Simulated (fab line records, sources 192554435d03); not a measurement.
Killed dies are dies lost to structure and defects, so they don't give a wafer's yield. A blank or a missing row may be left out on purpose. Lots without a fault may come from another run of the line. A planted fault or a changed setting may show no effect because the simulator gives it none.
Chamber matching | flow n5_finfet | N5_BEOL_M0_CUTY_ETCH_63 on rie_diel-01: 4 sister chambers
The step etches SOC in N2/H2, target depth 82.7 nm, overetch 16.5 nm, time 124 s. 4 wafers are shown with their chamber, then 7 later ones without.

WAFERS WITH THEIR CHAMBER
wafer  | chamber | showerhead_plenum_p_Torr (Torr)
L076.2 | 3       | 2.51
L089.1 | 1       | 2.68
L091.3 | 2       | 2.54
L091.4 | 0       | 2.46

WAFERS WITHOUT THEIR CHAMBER
wafer  | showerhead_plenum_p_Torr (Torr)
L091.5 | 2.67
L095.1 | 2.67
L095.2 | 2.46
L095.6 | 2.50
L096.1 | 2.50
L096.2 | 2.54
L096.5 | 2.50

WHICH CHAMBER EACH WENT THROUGH
wafer  | from the rows above | in truth
L091.5 | 1                   | 1
L095.1 | 1                   | 1
L095.2 | 0                   | 0
L095.6 | 3                   | 3
L096.1 | 3                   | 3
L096.2 | 2                   | 2
L096.5 | 3                   | 3
Placed correctly: 7 of 7. Can't be placed from these rows: 0. Placed wrongly: 0.
How it was worked out, from the rows above alone: a wafer's distance from a chamber is the root of the sum, over the readings, of the square of ((its reading less the chamber's mean) divided by the reading's scatter). The wafer belongs to the nearest chamber; if the next one is less than 2 further off, it can't be placed. A chamber's mean is the mean of its shown wafers. The scatter: with one shown wafer a chamber, the root of the mean of the squares of how far each hidden wafer lies from its nearest shown one.
